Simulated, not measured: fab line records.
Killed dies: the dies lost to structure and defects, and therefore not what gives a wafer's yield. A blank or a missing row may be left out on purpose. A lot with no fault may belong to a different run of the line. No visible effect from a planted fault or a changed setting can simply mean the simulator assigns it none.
A lot that was struck, set against a sound lot	flow nand_harc	16 out of 1302 route steps
Sound: the wafers L248.3, L248.4, L248.5. The struck wafers were L252.2, L252.3, L252.5. Last of all comes the cause.
Order at every step that has rows: each side's tool, ch and its chambers, its first start. Under that, the readings that differ: sound wafers	struck wafers	difference of the means	sigmas: that difference in standard deviations of wafers without a fault.
alike: a reading whose means differ by less than 2 such deviations, as well as words and numbers matching on both sides. not compared: withheld readings; readings where some wafer has no value; bounds like >300 that might hide an equal value; numbers whose values overlap and for which the record gives no deviation.
Wherever a step has rows on one side only, a row that says differs or no value, or a row with sigmas, the two part there. When numbers do not overlap yet have no deviation, they are printed without sigmas and do not part them. A reading missing from all wafers of one side parts the sides only when that side holds two or more wafers.

NHARC_A_DECK1_JOINT_INSPECT_05:
  struck on defect_inspect-02, day 18 23:29; sound on defect_inspect-02, day 16 18:02
  alike: raw_defect_count
then, 1 step without rows for these wafers: NHARC_A_ONON_D2_DEP_00 (target thk 1000 nm).
NHARC_A_ONON_D2_THK_MEAS_02: measures by ellipsometry.
  struck on film_metro-02, day 19 00:04; sound on film_metro-01, day 16 18:36
  alike: thk_nm
then, 1 step without rows for these wafers: NHARC_A_ONON_D2_DEP_03 (target thk 1000 nm).
NHARC_A_ONON_D2_THK_MEAS_05: measures by ellipsometry.
  struck on film_metro-02, day 19 00:38; sound on film_metro-01, day 16 19:10
  alike: thk_nm
then, 1 step without rows for these wafers: NHARC_A_ONON_D2_DEP_06 (target thk 1000 nm).
NHARC_A_ONON_D2_THK_MEAS_08: measures by ellipsometry.
  struck on film_metro-01, day 19 01:12; sound on film_metro-01, day 16 19:44
  alike: thk_nm
then, 1 step without rows for these wafers: NHARC_A_ONON_D2_DEP_09 (target thk 1000 nm).
NHARC_A_ONON_D2_THK_MEAS_11: measures by ellipsometry.
  struck on film_metro-02, day 19 01:46; sound on film_metro-01, day 16 20:18
reading	sound	struck	difference	sigmas
thk_nm (nm)	988 986 989	1015 1015 1015	+27	+2
then, 1 step without rows for these wafers: NHARC_A_ONON_D2_DEP_12 (target thk 1000 nm).
NHARC_A_ONON_D2_THK_MEAS_14: measures by ellipsometry.
  struck on film_metro-01, day 19 02:19; sound on film_metro-01, day 16 20:52
  alike: thk_nm
then, 1 step without rows for these wafers: NHARC_A_ONON_D2_ANNEAL_15 (time 3600 s).
NHARC_A_ONON_D2_DEP_16: target thk 1000 nm.
  sound on pecvd_onon-03 ch 0, day 17 04:14; struck on pecvd_onon-03 ch 0, day 19 12:39
  alike: n2_flow_sccm
NHARC_A_ONON_D2_THK_MEAS_18: measures by ellipsometry.
  struck on film_metro-01, day 19 13:06; sound on film_metro-01, day 17 04:37
reading	sound	struck	difference	sigmas
thk_nm (nm)	995 996 995	335 336 336	-660	-72
then, 1 step without rows for these wafers: NHARC_A_ONON_D2_DEP_19 (target thk 1000 nm).
-- break in the record here, with 12 days between the starts of the struck wafers on either side (left off in module A_ONON_D2, picked up again in module END, where the first step shown is number 1302 on the route) --
NHARC_END_SORT_01:
  sound on prober-01 ch 0, day 28 23:12; struck on prober-02 ch 0, day 31 05:38
reading	sound	struck	difference	sigmas
killed_at_array	76 80	673 675 675	+596	+30
killed_at_periphery	11 8	4 2 2	-7	-2
killed_dies	89 89	677 677 677	+588	+28
  alike: killed_at_other, killed_open, killed_short

WHERE THEY PART
At NHARC_A_ONON_D2_THK_MEAS_11 first; at NHARC_END_SORT_01 last (within this record only).

WHY: what the simulator had put in
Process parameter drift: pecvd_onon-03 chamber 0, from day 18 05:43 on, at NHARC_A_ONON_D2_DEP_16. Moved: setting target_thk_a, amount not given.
